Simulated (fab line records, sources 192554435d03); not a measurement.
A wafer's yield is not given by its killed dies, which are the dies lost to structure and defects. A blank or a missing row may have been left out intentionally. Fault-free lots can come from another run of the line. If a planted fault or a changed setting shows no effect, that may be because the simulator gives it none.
Matching of chambers | flow n5-finfet | N5_BEOL_M7_DEP_56 on pecvd-02: 3 sister chambers
The step deposits SiCN from 3MS/NH3, target thk 10 nm, time 17.5 s. 3 wafers are shown with their chamber, then 9 later ones without.

WAFERS WITH THEIR CHAMBER
wafer  | chamber | showerhead-plenum-p-Torr (Torr)
L084.1 | 0       | 3.698
L086.3 | 2       | 3.660
L086.4 | 1       | 3.657

WAFERS WITH NO CHAMBER GIVEN
wafer  | showerhead-plenum-p-Torr (Torr)
L090.1 | 3.662
L090.2 | 3.667
L090.5 | 3.675
L092.1 | 3.662
L092.3 | 3.677
L092.6 | 3.681
L097.3 | 3.687
L097.4 | 3.657
L097.6 | 3.658

CHAMBER TAKEN BY EACH
wafer  | from the rows above          | in truth
L090.1 | can't be placed: 2 or 1      | 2
L090.2 | can't be placed: 2 or 1      | 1
L090.5 | can't be placed: 2 or 1 or 0 | 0
L092.1 | can't be placed: 2 or 1      | 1
L092.3 | can't be placed: 2 or 1 or 0 | 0
L092.6 | can't be placed: 0 or 2 or 1 | 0
L097.3 | can't be placed: 0 or 2 or 1 | 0
L097.4 | can't be placed: 1 or 2      | 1
L097.6 | can't be placed: 1 or 2      | 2
Correct placement for 0 of the 9. Cannot be placed on the basis of these rows: 9; the candidates contain the true chamber in 9. 0 placed wrongly.
How it was worked out, from the rows above alone: a wafer's distance from a chamber is the root of the sum, over the readings, of the square of ((its reading less the chamber's mean) divided by the reading's scatter). The wafer belongs to the nearest chamber; if the next one is less than 2 further off, it can't be placed. The mean given for a chamber averages the wafers shown for that chamber. The scatter (one wafer shown for each chamber): square how far every hidden wafer sits from the nearest shown wafer, average those squares and take the square root.
